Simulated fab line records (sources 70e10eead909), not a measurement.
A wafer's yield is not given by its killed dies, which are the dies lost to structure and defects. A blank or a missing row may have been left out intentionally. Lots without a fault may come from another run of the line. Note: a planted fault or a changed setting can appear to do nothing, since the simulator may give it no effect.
A struck lot beside a sound one -- flow nandHarc -- 23 steps out of a route of 1302
Sound: these wafers, L239.4, L239.5, L239.6. Wafers struck: L251.1, L251.3, L251.5. The cause is named last.
Order at every step that has rows: each side's tool, ch and its chambers, its first start. Under that, the readings that differ: sound wafers -- struck wafers -- difference of the means -- sigmas: that difference in standard deviations of wafers without a fault.
alike: words and numbers the same on both sides, and readings whose means are apart by under 2 such deviations; not compared: readings that were withheld, readings missing a value for some wafer, numbers with overlapping values and no deviation given by the record, and bounds like >300 which may hide the same value.
The two part at a step that has a row with sigmas, a row that says differs or no value, or rows on one side only. Non-overlapping numbers with no deviation appear without sigmas and do not part them. A reading missing from all wafers of one side parts the sides only when that side holds two or more wafers.

NHARC_A_M0_INSPECT_27:
  sound: defectInspect-01 at day 27 01:55; struck: defectInspect-02 at day 31 19:25
  alike: rawDefectCount
NHARC_A_M0_PRE_CLEAN_31: time 12 s.
  sound on pecvd-02 ch 0,1,2, day 27 02:02; struck on pecvd-01 ch 0,1, day 31 19:29
  alike: heaterPowerW
  not compared: sinceWetCleanH
NHARC_A_M0_DEP_32: deposits SiCN, target thk 30 nm.
  sound on pecvd-02 ch 0,1,2, day 27 02:12; struck on pecvd-01 ch 0,1, day 31 19:34
  alike: chamberPressureTorr, heaterPowerW
  not compared: sinceWetCleanH
then, 8 steps without rows for these wafers: NHARC_A_M1_DEP_00 (deposits SiOC, target thk 182.5 nm); NHARC_A_M1_DEHYDRATE_01 (time 120 s); NHARC_A_M1_HMDS_02 (time 30 s); NHARC_A_M1_COAT_34 (time 65 s); NHARC_A_M1_COAT_03 (resist thk 90 nm); NHARC_A_M1_SOFTBAKE_04 (time 55 s); NHARC_A_M1_EBR_05; NHARC_A_M1_EXPOSE_06 (exposes mask A M1, target cd 120 nm).
NHARC_A_M1_PEB_07: peb time 65 s.
  sound on lithoTrack-06 ch 0, day 27 03:13; struck on lithoTrack-06 ch 0, day 31 20:37
reading,sound,struck,difference,sigmas
heaterPowerTotalW (W),156.1 157.0 157.0,373.0 374.1 373.5,+216.8,+99 or more
then, 1 step without rows for these wafers: NHARC_A_M1_DEVELOP_08 (develop time 35 s).
NHARC_A_M1_CD_MEAS_09: the cd target is 120 nm.
  sound on cdSem-03 ch 0, day 27 03:19; struck on cdSem-02 ch 0, day 31 20:41
reading,sound,struck,difference,sigmas
cdNm (nm),120.9 121.2 120.4,52.2 51.7 52.1,-68.8,-99 or more
NHARC_A_M1_OVL_MEAS_10: pitch 240 nm.
  sound: overlay-01 at day 27 03:23; struck: overlay-01 at day 31 20:47
  alike: overlayXNm, overlayYNm
NHARC_A_M1_INSPECT_11:
  sound: defectInspect-01 at day 27 03:25; struck: defectInspect-01 at day 31 20:49
  alike: rawDefectCount
NHARC_A_M1_DESCUM_14: chemistry O2, time 3 s.
  sound on rieDiel-10 ch 0,1,3, day 27 03:30; struck on rieDiel-12 ch 0,2, day 31 20:53
reading,sound,struck,difference,sigmas
drypumpMotorCurrentA (A),5.3 5.3 5.5,6.2 6.0 6.0,+0.7,+2
model.A_M1.cdNm (nm),120.8 120.6 120.4,52.2 51.74 52.04,-68.6,
  alike: oesProductAu, rfVppV, showerheadPlenumPTorr, throttleValvePct
  not compared: rfHoursCounterH
NHARC_A_M1_ETCH_35: etches the open film in N2/H2, target depth 40 nm, overetch 12 nm, time 43.94 s.
  sound on rieDiel-10 ch 1,2,3, day 27 03:35; struck on rieDiel-12 ch 1,2, day 31 20:59
reading,sound,struck,difference,sigmas
drypumpMotorCurrentA (A),5.5 5.3 5.5,6.2 6.2 6.2,+0.8,+2
  alike: n2FlowSccm, oesProductAu, rfVppV, showerheadPlenumPTorr, throttleValvePct
  not compared: rfHoursCounterH
NHARC_A_M1_ETCH_15: etches the open film in C4F8/Ar, target depth 182.5 nm, time 91.2 s.
  sound: rieDiel-10 ch 0,1; struck: rieDiel-12 ch 0,2
  alike: oesProductAu, rfVppV
  not compared: rfHoursCounterH
NHARC_A_M1_CD_MEAS_16:
  sound: cdSem-02 at day 27 03:48; struck: cdSem-02 at day 31 21:13
reading,sound,struck,difference,sigmas
cdNm (nm),120.8 121.1 120.3,52.1 52.1 51.9,-68.7,-99 or more
NHARC_A_M1_STRIP_18: strips in N2/H2.
  sound on rieDiel-01 ch 0,1,3, day 27 03:56; struck on rieDiel-12 ch 1,2, day 31 21:18
  alike: drypumpMotorCurrentA, n2FlowSccm, oesProductAu, powerW, rfVppV, showerheadPlenumPTorr, throttleValvePct
  not compared: rfHoursCounterH
NHARC_A_M1_ETCH_28: etches the open film in CF4/N2, target depth 30 nm, time 72.99 s.
  sound: rieDiel-01 ch 0,1; struck: rieDiel-12 ch 0,1,2
reading,sound,struck,difference,sigmas
model.A_M1.cdNm (nm),120.7 121.1 121.2,51.97 51.84 52.1,-69.03,
  alike: drypumpMotorCurrentA, n2FlowSccm, oesProductAu, rfVppV, showerheadPlenumPTorr, throttleValvePct
  not compared: rfHoursCounterH
then, 1 step without rows for these wafers: NHARC_A_M1_STRIP_19 (strips in post etch residue remover, time 600 s).

## WHERE THEY PART
Earliest at NHARC_A_M1_PEB_07; latest, in this record, at NHARC_A_M1_CD_MEAS_16. Later steps at which nothing parts them and some readings are alike: NHARC_A_M1_STRIP_18, NHARC_A_M1_ETCH_28.

WHY: the cause the simulator had injected
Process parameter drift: lithoTrack-06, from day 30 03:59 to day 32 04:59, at NHARC_A_M1_PEB_07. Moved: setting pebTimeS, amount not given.
